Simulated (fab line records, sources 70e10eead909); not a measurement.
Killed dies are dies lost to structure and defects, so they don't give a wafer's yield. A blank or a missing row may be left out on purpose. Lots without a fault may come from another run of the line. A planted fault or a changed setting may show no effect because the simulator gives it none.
fab line records | flow nand_harc
record lots=7 wafers=19 last_day=24
route steps=1159 shown P_GATE@136
lots that met no fault: from a run of the same line without faults
start_h: hours from the record's first day to the start of the lot's first wafer shown | wait_h: hours since the lot's step before | " the same as in the row above | L1.1+2: a row that stands for several wafers | - no value, or no start given | * or withheld: withheld | < > ~ a bound
route shown NAME@n: a module of which the file shows steps, and the number in the route of the first | usual: mean/standard deviation of fault-free wafers | same: alike in all rows | chamber/n: place in a boat | sites: the reading at each site | _std_site: their standard deviation | _edge_site: outer sites' mean less inner sites' | radius_mm: how far each site lies from the wafer's centre | mask NAME#n: copy n | behind: the tool/chamber that last shaped the wafer | hold: why the lot was held/for how many hours/how that ended | device: the transistor (n, p or np) that didn't switch | end of line: the same wafers' tests at the end of the route | a step without rows: its recipe alone | killed: dies lost to structure and defects at the first sort, not the wafer's yield | map: a wafer's dies, x killed, . not, _ none there
set.NAME: the setting as run; set.NAME@STEP: as run at that earlier step | model.NAME: the simulator's own value behind a step, which no gauge read
lots at some steps of the route; a table a step, a row a wafer
services: from which hour (start_h, from the record's first day; less than 0 if before it) a tool's chamber was out of use, for how many hours, and why
## steps
# step NHARC_P_GATE_SOFTBAKE_21
# recipe temp_c=105 time_s=55
# step NHARC_P_GATE_EBR_22
# step NHARC_P_GATE_EXPOSE_23
# recipe na=1.35 target_cd_nm=120 dose_mj=93.91 mask_id=P_GATE
# step NHARC_P_GATE_PEB_24
# recipe peb_temp_c=100 peb_time_s=65
# step NHARC_P_GATE_DEVELOP_25
# recipe develop_time_s=35 dev_temp_c=23
# step NHARC_P_GATE_CD_MEAS_26
# recipe target_cd_nm=120 landing_energy_ev=500
# usual cd_nm=119.8/0.68
# columns lot.wafer tool chamber start_h wait_h cd_nm
L431.1 cd_sem-03 0 83.32 - 120.1
L431.3 " 0 " " 119.6
L431.5 " 0 " " 119.4
L435.4 cd_sem-01 0 110.97 - 118.9
L435.5 " 0 " " 119.1
L436.3 cd_sem-01 0 119.63 - 119.1
L436.6 " 0 " " 119.6
L437.4 cd_sem-01 0 128.12 - 121.0
L437.5 " 0 " " 119.4
L437.6 " 0 " " 119.9
L447.1 cd_sem-01 0 178.74 - 120.4
L447.4 " 0 " " 119.4
L447.5 " 0 " " 120.7
L449.1 cd_sem-01 0 191.99 - 120.6
L449.2 " 0 " " 119.1
L449.4 " 0 " " 119.4
L454.2 cd_sem-03 0 223.28 - 120.1
L454.3 " 0 " " 120.2
L454.4 " 0 " " 119.5
# step NHARC_P_GATE_OVL_MEAS_27
# usual overlay_x_nm=-0.1/0.88 overlay_y_nm=0.1/0.59
# columns lot.wafer tool chamber start_h wait_h overlay_x_nm overlay_y_nm
L431.1 overlay-01 - 83.41 - 1.2 0.2
L431.3 " - " " 1.1 0.0
L431.5 " - " " 0.9 -0.5
L435.4 overlay-01 - 111.05 - 0.2 0.6
L435.5 " - " " 0.1 0.8
L436.3 overlay-01 - 119.72 - 1.4 -0.5
L436.6 " - " " 0.7 -1.0
L437.4 overlay-01 - 128.21 - 0.6 0.8
L437.5 " - " " 0.3 1.0
L437.6 " - " " -0.1 0.5
L447.1 overlay-02 - 178.83 - -0.3 -0.3
L447.4 " - " " -0.8 -0.4
L447.5 " - " " -0.5 -0.4
L449.1 overlay-02 - 192.07 - 0.9 0.8
L449.2 " - " " 1.3 0.5
L449.4 " - " " 1.1 0.9
L454.2 overlay-02 - 223.37 - 0.3 -0.1
L454.3 " - " " -1.0 -0.3
L454.4 " - " " 0.3 -0.4
# step NHARC_P_GATE_INSPECT_28
# usual raw_defect_count=5.8/2.6
# columns lot.wafer tool chamber start_h wait_h raw_defect_count
L431.1 defect_inspect-02 - 83.44 0.0 6
L431.3 " - " " 6
L431.5 " - " " 8
L435.4 defect_inspect-01 - 111.09 0.0 10
L435.5 " - " " 6
L436.3 defect_inspect-01 - 119.75 0.0 7
L436.6 " - " " 5
L437.4 defect_inspect-01 - 128.24 0.0 4
L437.5 " - " " 5
L437.6 " - " " 3
L447.1 defect_inspect-01 - 178.86 0.0 6
L447.4 " - " " 5
L447.5 " - " " 4
L449.1 defect_inspect-02 - 192.11 0.0 6
L449.2 " - " " 6
L449.4 " - " " 10
L454.2 defect_inspect-01 - 223.41 0.0 3
L454.3 " - " " 4
L454.4 " - " " 4
# step NHARC_P_GATE_DESCUM_31
# recipe time_s=3 o2_flow_sccm=200 ar_flow_sccm=0 bias_power_w=0 chemistry=O2
# usual drypump_motor_current_A=5.8/0.47 oes_product_au=1.000/0.014 rf_vpp_V=57.7/0.86 showerhead_plenum_p_Torr=1.89/0.086 throttle_valve_pct=11.310/0.0097
# columns lot.wafer tool chamber start_h wait_h drypump_motor_current_A oes_product_au rf_hours_counter_h rf_vpp_V showerhead_plenum_p_Torr throttle_valve_pct
L431.1 rie_diel-13 2 83.51 0.1 5.0 0.965 50 57.1 1.90 11.293
L431.3 " 1 " " 6.0 0.992 56 57.4 1.89 11.317
L431.5 " 2 " " 5.0 0.961 - 57.6 1.90 11.298
L435.4 rie_diel-03 3 111.15 0.1 6.5 0.995 13 57.1 1.83 11.310
L435.5 " 3 " " 6.5 1.002 - 56.8 1.83 11.303
L436.3 rie_diel-03 2 119.81 0.1 5.8 1.014 16 57.7 1.94 11.315
L436.6 " 3 " " 6.5 1.006 - 58.4 1.83 11.299
L437.4 rie_diel-03 1 128.31 0.1 5.4 1.011 16 59.6 2.06 11.313
L437.6 " 0 " " 5.8 0.999 - 57.1 1.87 11.315
L437.5 " 1 " " 5.4 1.005 - 58.1 2.06 11.323
L447.1 rie_diel-08 1 178.93 0.1 5.9 1.020 18 58.9 1.81 11.309
L447.4 " 2 " " 5.0 0.974 20 58.8 1.83 11.311
L447.5 " 2 " " 5.0 0.980 - 57.0 1.83 11.312
L449.1 rie_diel-03 0 192.17 0.1 5.9 1.002 25 57.7 1.87 11.300
L449.2 " 2 " " 5.8 1.003 28 58.1 1.93 11.303
L449.4 " 3 " " 6.5 0.999 26 57.4 1.83 11.312
L454.3 rie_diel-08 3 223.50 0.1 5.3 1.017 33 57.6 1.79 11.307
L454.4 " 1 " " 6.0 1.022 31 57.3 1.80 11.325
L454.2 " 2 " " 5.0 0.991 32 57.1 1.82 11.301
# step NHARC_P_GATE_ETCH_104
# recipe target_depth_a=600 time_s=withheld cf4_flow_sccm=100 chf3_flow_sccm=30 ar_flow_sccm=0 rf_w=500 bias_w=200 chemistry=CF4/CHF3
# usual drypump_motor_current_A=5.7/0.47 oes_product_au=0.948/0.023 rf_vpp_V=369.9/2.3 showerhead_plenum_p_Torr=1.56/0.066 throttle_valve_pct=16.803/0.0087
# columns lot.wafer tool chamber start_h wait_h drypump_motor_current_A oes_product_au rf_vpp_V showerhead_plenum_p_Torr throttle_valve_pct
L431.1 rie_diel-13 2 83.65 0.1 5.0 0.905 369.4 1.56 16.805
L431.3 " 3 " " 6.1 0.933 366.0 1.46 16.804
L431.5 " 1 " " 5.9 0.911 369.0 1.55 16.825
L435.4 rie_diel-03 3 111.37 0.2 6.5 0.949 368.1 1.51 16.798
L435.5 " 1 " " 5.4 0.969 374.6 1.69 16.799
L436.3 rie_diel-03 0 119.91 0.1 5.8 0.923 368.9 1.54 16.797
L436.6 " 1 " " 5.4 0.924 373.9 1.69 16.799
L437.4 rie_diel-03 1 128.40 0.1 5.4 0.967 374.5 1.69 16.827
L437.5 " 2 " " 5.8 0.984 371.7 1.59 16.794
L437.6 " 3 " " 6.5 0.977 368.9 1.51 16.811
L447.1 rie_diel-08 1 179.12 0.2 6.0 0.972 366.6 1.49 16.811
L447.4 " 2 " " 5.0 0.925 367.4 1.51 16.819
L447.5 " 3 " " 5.3 0.962 366.0 1.48 16.797
L449.4 rie_diel-03 2 192.26 0.1 5.8 0.933 371.3 1.59 16.807
L449.1 " 3 " " 6.5 0.931 368.0 1.51 16.802
L449.2 " 1 " " 5.4 0.933 375.2 1.68 16.792
L454.2 rie_diel-08 3 223.59 0.1 5.3 0.953 367.3 1.47 16.791
L454.4 " 0 " " 5.4 0.949 368.6 1.51 16.802
L454.3 " 2 " " 5.0 0.943 368.1 1.50 16.794
# step NHARC_P_GATE_HM_OPEN_105
# recipe target_depth_a=3600 o2_flow_sccm=400 cos_flow_sccm=20 ar_flow_sccm=0 rf_w=500 bias_w=300 chemistry=O2/COS
# usual drypump_motor_current_A=5.8/0.45 oes_product_au=1.001/0.013 rf_vpp_V=467/3 showerhead_plenum_p_Torr=3.09/0.14 throttle_valve_pct=28.330/0.0087
# columns lot.wafer tool chamber start_h wait_h drypump_motor_current_A oes_product_au rf_hours_counter_h rf_vpp_V showerhead_plenum_p_Torr throttle_valve_pct
L431.3 rie_diel-13 1 - - 6.0 0.982 56 465 3.08 28.326
L431.1 " 0 " " 6.2 1.001 57 465 3.00 28.321
L431.5 " 2 " " 5.0 0.962 - 466 3.10 28.335
L435.4 rie_diel-03 0 - - 5.8 0.995 13 466 3.06 28.338
L435.5 " 2 " " 5.8 1.008 - 468 3.16 28.329
L436.3 rie_diel-03 3 - - 6.5 1.002 15 465 3.00 28.310
L436.6 " 1 " " 5.4 1.007 - 473 3.35 28.344
L437.4 rie_diel-03 0 - - 5.9 1.001 15 466 3.06 28.315
L437.6 " 0 " " 5.9 0.993 - 465 3.06 28.324
L437.5 " 1 " " 5.4 0.994 - 472 3.35 28.330
L447.4 rie_diel-08 0 - - 5.4 1.017 20 464 3.01 28.325
L447.1 " 1 " " 6.0 1.014 18 464 2.96 28.327
L447.5 " 2 " " 5.0 0.988 - 465 2.99 28.320
L449.1 rie_diel-03 0 - - 5.9 0.991 25 464 3.05 28.325
L449.4 " 1 " " 5.4 1.012 27 471 3.34 28.336
L449.2 " 2 " " 5.8 1.012 28 468 3.15 28.327
L454.4 rie_diel-08 0 - - 5.4 1.012 32 465 3.00 28.346
L454.3 " 1 " " 6.0 1.023 31 463 2.95 28.331
L454.2 " 2 " " 5.0 0.981 32 465 2.98 28.335
# step NHARC_P_GATE_STRIP_106
# recipe o2_flow_sccm=400 cos_flow_sccm=20 ar_flow_sccm=0 bias_w=0 chemistry=O2/COS
# step NHARC_P_GATE_ETCH_114
# recipe target_depth_a=300 overetch_a=30 time_s=16.5 ion_energy_ev=100 cf4_flow_sccm=80 o2_flow_sccm=20 ar_flow_sccm=0 rf_w=300 bias_w=100 chemistry=CF4/O2
# usual drypump_motor_current_A=5.8/0.46 oes_ar_750_au=1.000/0.0042 oes_product_au=1.001/0.013 rf_vpp_V=197.5/1.5 showerhead_plenum_p_Torr=1.32/0.059 throttle_valve_pct=13.398/0.0093
# columns lot.wafer tool chamber start_h wait_h drypump_motor_current_A oes_ar_750_au oes_product_au rf_hours_counter_h rf_vpp_V showerhead_plenum_p_Torr throttle_valve_pct
L431.3 rie_diel-13 1 84 - 6.0 1.001 0.998 56 196.9 1.32 13.410
L431.1 " 2 " " 5.0 1.005 0.958 50 198.0 1.32 13.379
L431.5 " 0 " " 6.2 1.004 1.009 - 195.8 1.28 13.413
L435.4 rie_diel-03 3 111 - 6.5 0.998 0.993 13 197.2 1.28 13.403
L435.5 " 3 " " 6.5 0.992 0.924 - 197.3 1.28 13.396
L436.3 rie_diel-03 0 120 - 5.8 0.999 0.917 15 196.9 1.31 13.397
L436.6 " 0 " " 5.8 1.004 0.995 - 198.4 1.31 13.390
L437.4 rie_diel-03 0 128 - 5.8 0.997 0.997 15 197.0 1.31 13.401
L437.5 " 2 " " 5.8 1.003 0.937 - 197.2 1.35 13.393
L437.6 " 3 " " 6.5 1.003 1.008 - 198.9 1.28 13.389
L447.4 rie_diel-08 3 179 - 5.3 1.000 0.996 21 196.3 1.25 13.403
L447.1 " 0 " " 5.4 1.005 1.019 20 195.6 1.28 13.403
L447.5 " 2 " " 5.0 1.002 0.984 - 195.9 1.28 13.403
L449.1 rie_diel-03 1 192 - 5.4 0.995 1.011 27 200.4 1.43 13.415
L449.4 " 2 " " 5.8 1.000 1.014 28 198.2 1.35 13.387
L449.2 " 0 " " 5.8 0.994 0.999 25 196.3 1.30 13.393
L454.4 rie_diel-08 2 224 - 5.0 0.999 0.980 32 195.2 1.27 13.405
L454.3 " 3 " " 5.3 0.988 1.010 33 195.6 1.25 13.391
L454.2 " 0 " " 5.4 1.002 1.012 33 195.0 1.28 13.403
# step NHARC_P_GATE_ETCH_32
# recipe target_depth_a=1500 over_etch_frac=1 over_etch_ion_energy_ev=40 time_s=100.1 hbr_flow_sccm=150 cl2_flow_sccm=50 rf_w=400 icp_w=400 bias_w=100 chemistry=HBr/Cl2
# usual drypump_motor_current_A=5.9/0.5 mfc_cl2_sccm=50.01/0.15 oes_product_au=1.000/0.011 throttle_valve_pct=26.405/0.0096
# columns lot.wafer tool chamber start_h wait_h drypump_motor_current_A mfc_cl2_sccm oes_product_au rf_hours_counter_h throttle_valve_pct
L431.1 rie_si-04 3 84.19 - 6.1 50.08 0.998 1.3 26.389
L431.3 " 1 " " 6.4 50.04 1.027 1.6 26.408
L431.5 " 3 " " 6.1 50.16 0.989 - 26.410
L435.4 rie_si-06 3 111.76 - 5.0 49.89 0.981 0.9 26.398
L435.5 " 1 " " 6.5 50.20 1.000 - 26.404
L436.3 rie_si-02 1 120.97 - 5.7 50.06 0.997 0.7 26.413
L436.6 " 2 " " 5.3 50.18 0.986 - 26.419
L437.4 rie_si-04 3 128.79 - 6.0 50.05 0.999 0.2 26.398
L437.5 " 1 " " 6.4 49.66 0.990 - 26.400
L437.6 " 2 " " 5.9 50.41 1.001 - 26.396
L447.1 rie_si-06 1 179.53 - 6.5 50.06 1.003 1.4 26.403
L447.4 " 0 " " 5.5 50.05 1.029 1.4 26.398
L447.5 " 2 " " 5.5 50.03 0.990 - 26.383
L449.1 rie_si-06 3 192.63 - 4.9 50.21 0.988 0.0 26.402
L449.2 " 0 " " 5.6 50.12 1.003 0.0 26.398
L449.4 " 2 " " 5.5 50.02 1.008 0.0 26.407
L454.2 rie_si-02 3 224.15 - 6.8 49.92 0.991 0.0 26.414
L454.4 " 1 " " 5.7 49.99 1.008 0.1 26.410
L454.3 " 2 " " 5.3 50.09 1.000 0.1 26.419
## services
# columns tool chamber start_h hours kind
rie_diel-13 - 63.77 2.0 repair
rie_si-02 0 65.82 2.1 repair
rie_si-02 - 68.30 0.1 repair
rie_diel-03 0 71.80 - clean
rie_diel-03 1 71.80 - clean
rie_diel-03 2 71.80 - clean
rie_diel-03 3 71.80 - clean
rie_si-06 - 71.81 6.0 repair
rie_diel-08 2 82.05 8.5 repair
rie_diel-03 0 96.32 - clean
rie_diel-03 1 96.32 - clean
rie_diel-03 2 96.32 - clean
rie_si-04 0 97.73 4.9 repair
rie_si-04 - 99.00 9.0 pm
rie_diel-13 - 99.04 9.0 pm
rie_diel-08 0 107.52 1.8 repair
rie_diel-08 - 124.98 9.0 pm
rie_diel-03 0 146.55 8.5 repair
rie_diel-03 3 147.82 10.4 repair
rie_si-02 1 158.54 5.2 repair
rie_si-06 - 183.00 9.0 pm
rie_si-06 - 193.14 0.2 repair
rie_si-02 - 211.00 9.0 pm
rie_diel-03 - 215.31 9.0 pm
## key
first_sign step=NHARC_P_GATE_ETCH_114 reading=oes_product_au direction=down sigmas=5.9 usual=1.001 struck=0.926
effect none on later readings
met_at NHARC_P_GATE_ETCH_114
struck_wafers L435.5,L436.3,L437.5
later_rows_left_out L435.5,L436.3,L437.5
sort_left_out L435.5,L436.3,L437.5
tester_left_out L435,L436,L437
fault kind=process_parameter_drift tool=rie_diel-03 chamber=- onset_h=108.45 steps=NHARC_P_GATE_ETCH_114 channel=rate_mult offset=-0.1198 shape=step end_h=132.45 scope=struck_wafers_only
# tester_left_out: of these lots the tester's yield and bins aren't shown, on N5 and GAA mostly nor the transistor test; their killed dies are dies lost to structure and defects alone, not to doping, threshold or leakage, so they don't give the yield
# sort_left_out: the simulated sort isn't trusted on such a fault, so these wafers' sort isn't shown, and their yield isn't known
# later_rows_left_out: the simulator's readings of these wafers behind a module that went badly wrong aren't trusted and aren't shown, but for the sort
